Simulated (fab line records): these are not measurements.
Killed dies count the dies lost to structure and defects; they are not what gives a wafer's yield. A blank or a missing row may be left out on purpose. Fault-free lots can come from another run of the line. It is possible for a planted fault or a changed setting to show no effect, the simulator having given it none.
Chamber matching | flow n5 finfet | 4 sister chambers for N5_BEOL_M7_ETCH_61 on rie diel-01
The step etches SiARC in CF4, target depth 45.5 nm, time 75.8 s. 14 wafers are shown with their chamber, then 7 later ones without.

WAFERS PAIRED WITH THEIR CHAMBERS
wafer  | chamber | drypump motor current A (A) | showerhead plenum p Torr (Torr) | throttle valve pct (%)
L076.1 | 1       | 5.8                         | 2.09                            | 15.35
L076.3 | 0       | 5.0                         | 2.11                            | 15.20
L076.5 | 1       | 5.8                         | 2.09                            | 15.37
L081.3 | 2       | 5.2                         | 2.06                            | 15.57
L081.4 | 1       | 5.8                         | 2.09                            | 15.37
L081.5 | 1       | 5.8                         | 2.09                            | 15.36
L082.2 | 0       | 5.0                         | 2.10                            | 15.22
L082.3 | 2       | 5.2                         | 2.06                            | 15.57
L082.6 | 1       | 5.8                         | 2.09                            | 15.37
L087.1 | 1       | 5.8                         | 2.08                            | 15.40
L087.4 | 3       | 5.6                         | 2.23                            | 15.57
L087.5 | 0       | 4.9                         | 2.10                            | 15.25
L088.2 | 0       | 4.9                         | 2.10                            | 15.25
L088.5 | 3       | 5.6                         | 2.22                            | 15.57

SIGNATURES, as means of the wafers listed above
reading                  | chamber 0 | chamber 1 | chamber 2 | chamber 3 | scatter within a chamber
drypump motor current A  | 4.950     | 5.800     | 5.200     | 5.600     | 0.0316
showerhead plenum p Torr | 2.1025    | 2.0883    | 2.0600    | 2.2250    | 0.00456
throttle valve pct       | 15.2300   | 15.3700   | 15.5700   | 15.5700   | 0.0179
Rule: a wafer lies at a distance from a chamber equal to the root of the sum of squares, over the readings, of (its reading less the chamber's mean, divided by the reading's scatter). If the next closest chamber is less than 2 further off than the closest, the wafer can't be placed; otherwise it belongs to the closest. The scatter: take each reading less its chamber's mean, square it, sum over the shown wafers, divide by the number of wafers less the number of chambers, and take the root.

WAFERS WHOSE CHAMBER IS MISSING
wafer  | drypump motor current A (A) | showerhead plenum p Torr (Torr) | throttle valve pct (%)
L088.6 | 4.9                         | 2.10                            | 15.24
L091.2 | 5.0                         | 2.10                            | 15.25
L091.5 | 5.2                         | 2.06                            | 15.64
L091.6 | 5.8                         | 2.08                            | 15.43
L096.3 | 5.2                         | 2.05                            | 15.64
L096.4 | 4.9                         | 2.10                            | 15.25
L096.6 | 4.9                         | 2.10                            | 15.26

WHICH CHAMBER EACH WENT THROUGH
wafer  | from the rows above | in truth
L088.6 | 0                   | 0
L091.2 | 0                   | 0
L091.5 | 2                   | 2
L091.6 | 1                   | 1
L096.3 | 2                   | 2
L096.4 | 0                   | 0
L096.6 | 0                   | 0
Correct placement for 7 of the 7. Not placeable from these rows: 0. Wrongly placed: 0.
